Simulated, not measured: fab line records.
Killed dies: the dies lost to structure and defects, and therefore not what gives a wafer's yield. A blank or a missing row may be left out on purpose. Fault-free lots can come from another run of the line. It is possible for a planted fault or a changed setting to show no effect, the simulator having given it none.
Chamber matching    flow n5_finfet    3 sister chambers for N5_BEOL_M5_DEP_56 on pecvd-01
The step deposits SiCN from 3MS/NH3, target thk 8 nm, time 14 s. 3 wafers are shown with their chamber, then 8 later ones without.

## EACH WAFER AND ITS CHAMBER
wafer   chamber  throttle_valve_pct (%)
L089.4  0        10.4
L089.5  2        8.5
L087.2  1        9.9

## WAFERS WITH NO CHAMBER GIVEN
wafer   throttle_valve_pct (%)
L087.4  10.3
L087.5  10.4
L091.1  10.2
L091.3  10.5
L091.6  8.5
L094.1  10.2
L094.4  8.6
L094.5  10.5

## THE CHAMBER EACH PASSED THROUGH
wafer    from the rows above       in truth
L087.4   0                         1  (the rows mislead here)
L087.5   0                         0
L091.1   can't be placed: 0 or 1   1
L091.3   0                         0
L091.6   2                         2
L094.1   can't be placed: 0 or 1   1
L094.4   2                         2
L094.5   0                         0
5 of 8 placed correctly. Can't be placed from these rows: 2 (the true chamber is among the candidates in 2). Number placed wrongly: 1.
How it was worked out, from the rows above alone: a wafer's distance from a chamber is the root of the sum, over the readings, of the square of ((its reading less the chamber's mean) divided by the reading's scatter). If the next closest chamber is less than 2 further off than the closest, the wafer can't be placed; otherwise it belongs to the closest. A chamber's mean is the mean of its shown wafers. The scatter: with one shown wafer a chamber, the root of the mean of the squares of how far each hidden wafer lies from its nearest shown one.
